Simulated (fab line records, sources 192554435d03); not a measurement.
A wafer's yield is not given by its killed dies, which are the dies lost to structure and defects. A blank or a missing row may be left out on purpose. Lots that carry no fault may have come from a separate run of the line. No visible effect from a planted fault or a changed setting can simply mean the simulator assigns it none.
Chamber matching ; flow n5Finfet ; rieDiel-04 running N5_BEOL_M12_ETCH_67: 4 sister chambers
The step etches SiARC in CF4, target depth 143 nm, time 238.3 s. 18 wafers are shown with their chamber, then 9 later ones without.

== WAFERS WITH THEIR CHAMBER ==
wafer;chamber;showerheadPlenumPTorr (Torr);drypumpMotorCurrentA (A);throttleValvePct (%)
L077.3;0;2.31;5.98;15.33
L077.4;1;2.06;6.06;15.84
L077.6;3;2.05;6.13;15.75
L079.1;3;2.05;6.13;15.77
L079.4;0;2.31;5.99;15.33
L079.6;2;2.11;5.77;15.62
L084.1;3;2.04;6.15;15.79
L084.2;1;2.05;6.07;15.88
L084.5;3;2.04;6.14;15.78
L087.3;2;2.10;5.81;15.68
L087.4;0;2.30;6.02;15.36
L087.6;3;2.04;6.18;15.81
L088.1;3;2.04;6.11;15.81
L088.3;0;2.30;6.03;15.38
L088.5;3;2.04;6.14;15.82
L094.1;2;2.09;5.77;15.72
L094.2;0;2.29;6.00;15.39
L094.4;1;2.04;6.05;15.93

SIGNATURES (means of the wafers above)
reading;chamber 0;chamber 1;chamber 2;chamber 3;scatter within a chamber
showerheadPlenumPTorr;2.3020;2.0500;2.1000;2.0429;0.00767
drypumpMotorCurrentA;6.0040;6.0600;5.7833;6.1400;0.0203
throttleValvePct;15.3580;15.8833;15.6733;15.7900;0.0338
Rule: for each reading, subtract the chamber's mean from the wafer's reading, divide by that reading's scatter and square the result; add these up over the readings and take the root, which gives the wafer's distance from the chamber. If the next closest chamber is less than 2 further off than the closest, the wafer can't be placed; otherwise it belongs to the closest. The scatter: take each reading less its chamber's mean, square it, sum over the shown wafers, divide by the number of wafers less the number of chambers, and take the root.

== WAFERS MISSING THEIR CHAMBER ==
wafer;showerheadPlenumPTorr (Torr);drypumpMotorCurrentA (A);throttleValvePct (%)
L092.1;2.29;5.97;15.41
L092.4;2.09;5.81;15.72
L092.5;2.09;5.79;15.70
L093.3;2.04;6.07;15.93
L093.4;2.29;5.97;15.41
L093.6;2.29;5.99;15.40
L096.1;2.29;6.02;15.42
L096.3;2.03;6.16;15.86
L096.5;2.04;6.08;15.93

== THE CHAMBER EACH PASSED THROUGH ==
wafer;from the rows above;in truth
L092.1;0;0
L092.4;2;2
L092.5;2;2
L093.3;1;1
L093.4;0;0
L093.6;0;0
L096.1;0;0
L096.3;3;3
L096.5;1;1
Correct placement for 9 of the 9. Not placeable from these rows: 0. Placed wrongly: 0.
